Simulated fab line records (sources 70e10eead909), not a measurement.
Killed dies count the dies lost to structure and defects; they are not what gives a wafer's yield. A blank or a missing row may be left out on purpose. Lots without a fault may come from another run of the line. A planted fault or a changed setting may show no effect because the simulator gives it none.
Matching of chambers -- flow nandHarc -- 4 sister chambers for NHARC_P_M0_STRIP_18 on rieDiel-03
The step strips in N2/H2. 15 wafers are shown with their chamber, then 7 later ones without.

## EACH WAFER AND ITS CHAMBER
wafer,chamber,drypumpMotorCurrentA (A),showerheadPlenumPTorr (Torr),oesProductAu (a.u.)
L113.1,3,6.2,2.05,0.999
L113.2,2,6.0,1.90,0.994
L113.4,1,6.7,1.93,0.991
L115.1,3,6.2,2.05,1.010
L115.5,2,6.1,1.90,1.002
L115.6,3,6.2,2.05,1.007
L116.3,2,6.0,1.90,1.002
L116.5,0,5.1,1.89,1.005
L116.6,1,6.7,1.93,0.996
L121.1,3,6.2,2.04,1.000
L121.5,1,6.7,1.93,0.997
L121.6,2,6.0,1.89,1.014
L126.6,3,6.2,2.04,1.004
L132.2,0,5.1,1.88,1.007
L132.3,1,6.6,1.92,0.992

SIGNATURES, as means of the wafers listed above
reading,chamber 0,chamber 1,chamber 2,chamber 3,scatter within a chamber
drypumpMotorCurrentA,5.100,6.675,6.025,6.200,0.0369
showerheadPlenumPTorr,1.8850,1.9275,1.8975,2.0460,0.00539
oesProductAu,1.00600,0.99400,1.00300,1.00400,0.00538
Rule: for each reading, subtract the chamber's mean from the wafer's reading, divide by that reading's scatter and square the result; add these up over the readings and take the root, which gives the wafer's distance from the chamber. If the next closest chamber is less than 2 further off than the closest, the wafer can't be placed; otherwise it belongs to the closest. How the scatter is found: for the shown wafers, subtract from each reading the mean of its chamber, square and add these, divide the total by (wafers less chambers), then take the root.

## WAFERS MISSING THEIR CHAMBER
wafer,drypumpMotorCurrentA (A),showerheadPlenumPTorr (Torr),oesProductAu (a.u.)
L132.4,6.2,2.04,1.005
L133.1,6.6,1.92,0.995
L133.2,5.1,1.88,1.006
L133.3,6.2,2.04,1.005
L135.2,6.2,2.04,1.007
L135.4,6.1,1.89,1.008
L135.6,5.1,1.88,1.008

## WHICH CHAMBER EACH WENT THROUGH
wafer,from the rows above,in truth
L132.4,3,3
L133.1,1,1
L133.2,0,0
L133.3,3,3
L135.2,3,3
L135.4,2,2
L135.6,0,0
Placed correctly: 7 of 7. Number that these rows cannot place: 0. Wrongly placed: 0.
